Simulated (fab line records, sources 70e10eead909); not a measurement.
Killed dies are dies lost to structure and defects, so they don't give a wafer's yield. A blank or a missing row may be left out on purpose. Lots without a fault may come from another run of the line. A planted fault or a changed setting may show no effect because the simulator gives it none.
Which tool did it? | flow nand_harc | 12 lots, 36 wafers sampled, at 2 steps of a route of 1302

WHAT THE GAUGES READ, wafer by wafer
NHARC_A_DECK1_JOINT_THK_MEAS_14: measures by ellipsometry.
lot  | measured     | on            | thk_nm (nm)
L076 | day 12 08:13 | film_metro-02 | 50.4 53.2 51.3
L077 | day 12 15:25 | film_metro-02 | 51.2 51.3 51.5
L078 | day 13 00:41 | film_metro-02 | 51.9 50.0 50.9
L081 | day 14 20:41 | film_metro-01 | 51.9 50.8 51.0
L083 | day 14 20:40 | film_metro-02 | 50.3 51.8 51.4
L085 | day 16 08:28 | film_metro-02 | 53.3 50.3 50.3
L087 | day 16 21:12 | film_metro-01 | 50.2 49.7 51.3
L089 | day 17 09:08 | film_metro-02 | 53.2 49.9 49.9
L091 | day 18 13:04 | film_metro-02 | 52.1 50.0 51.0
L093 | day 19 04:43 | film_metro-01 | 49.8 50.5 47.3
L095 | day 20 05:36 | film_metro-02 | 49.5 49.8 50.1
L097 | day 21 01:50 | film_metro-01 | 49.8 50.8 51.8

WHICH TOOL RAN EACH LOT (tool, then ch and the chambers of the sampled wafers, then the start)
lot  | NHARC_A_CHANNEL_HOLE_D1_XSEM_31
L076 | xsem-02 ch 0, day 9 18:20
L077 | xsem-02 ch 0, day 10 03:11
L078 | xsem-01 ch 0, day 10 13:58
L081 | xsem-01 ch 0, day 11 23:07
L083 | xsem-02 ch 0, day 12 08:44
L085 | xsem-02 ch 0, day 13 11:18
L087 | xsem-01 ch 0, day 14 10:29
L089 | xsem-01 ch 0, day 14 20:17
L091 | xsem-01 ch 0, day 16 01:59
L093 | xsem-02 ch 0, day 16 15:08
L095 | xsem-02 ch 0, day 17 18:13
L097 | xsem-02 ch 0, day 18 14:40
- NHARC_A_CHANNEL_HOLE_D1_XSEM_31

THE ANSWER, worked out from the rows above alone
Rule: what is usual is taken from the lots themselves. Put in order of their means at a reading, lots are off if they are a third of the lots or fewer, leave a main group of 4 or more, and stand apart from it by a gap of 3 or more times the standard deviation of the main group's means; of several such gaps the widest counts. A main group whose means are all the same, to the digits that the tables above print for the reading, isn't used. A lot without any number at a reading at which 4 lots or more have one is off too. The other lots that the step has rows for count as sound.
No lot is off at any reading shown: from this, nothing can be told.

WHAT THE SIMULATOR HAD PUT IN
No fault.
